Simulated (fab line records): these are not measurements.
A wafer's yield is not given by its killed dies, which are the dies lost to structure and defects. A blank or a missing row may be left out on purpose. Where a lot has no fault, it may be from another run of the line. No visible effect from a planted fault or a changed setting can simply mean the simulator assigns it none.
Matching of chambers + flow n5Finfet + cvdCo-02 running N5_BEOL_M0_CO_CAP_123: 3 sister chambers
The step material Co, precursor CCTBA/H2, target thk 2 nm, time 102.1 s. 6 wafers are shown with their chamber, then 12 later ones without.

== EACH WAFER AND ITS CHAMBER ==
| wafer  | chamber | heaterPowerW (W) | susceptorTempC (C) |
|--------|---------|------------------|--------------------|
| L082.1 | 0       | 225              | 200.01             |
| L083.3 | 2       | 224              | 200.04             |
| L083.4 | 1       | 257              | 200.18             |
| L084.1 | 2       | 228              | 199.89             |
| L084.2 | 1       | 259              | 199.93             |
| L084.3 | 0       | 236              | 199.93             |

== WAFERS WITH NO CHAMBER GIVEN ==
| wafer  | heaterPowerW (W) | susceptorTempC (C) |
|--------|------------------|--------------------|
| L087.3 | 223              | 200.08             |
| L087.4 | 260              | 199.77             |
| L087.5 | 231              | 200.03             |
| L093.3 | 255              | 200.11             |
| L093.4 | 224              | 199.93             |
| L093.5 | 231              | 200.16             |
| L096.1 | 258              | 200.03             |
| L096.2 | 241              | 199.80             |
| L096.6 | 235              | 200.06             |
| L097.1 | 257              | 200.03             |
| L097.3 | 233              | 199.74             |
| L097.5 | 220              | 200.24             |

== EACH ONE'S CHAMBER ==
| wafer  | from the rows above          | in truth |
|--------|------------------------------|----------|
| L087.3 | can't be placed: 2 or 0      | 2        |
| L087.4 | 1                            | 1        |
| L087.5 | can't be placed: 0 or 2      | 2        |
| L093.3 | 1                            | 1        |
| L093.4 | can't be placed: 2 or 0      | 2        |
| L093.5 | can't be placed: 0 or 2      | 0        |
| L096.1 | 1                            | 1        |
| L096.2 | can't be placed: 0 or 2 or 1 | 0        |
| L096.6 | can't be placed: 0 or 2      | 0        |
| L097.1 | 1                            | 1        |
| L097.3 | can't be placed: 0 or 2      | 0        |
| L097.5 | can't be placed: 2 or 0      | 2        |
Placed correctly: 4 of 12. From these rows, 8 cannot be placed; in 8 the true chamber is one of the candidates. Wrongly placed: 0.
How it was worked out, from the rows above alone: a wafer's distance from a chamber is the root of the sum, over the readings, of the square of ((its reading less the chamber's mean) divided by the reading's scatter). If the next closest chamber is less than 2 further off than the closest, the wafer can't be placed; otherwise it belongs to the closest. A chamber's mean is the mean of its shown wafers. The scatter: take each reading less its chamber's mean, square it, sum over the shown wafers, divide by the number of wafers less the number of chambers, and take the root.
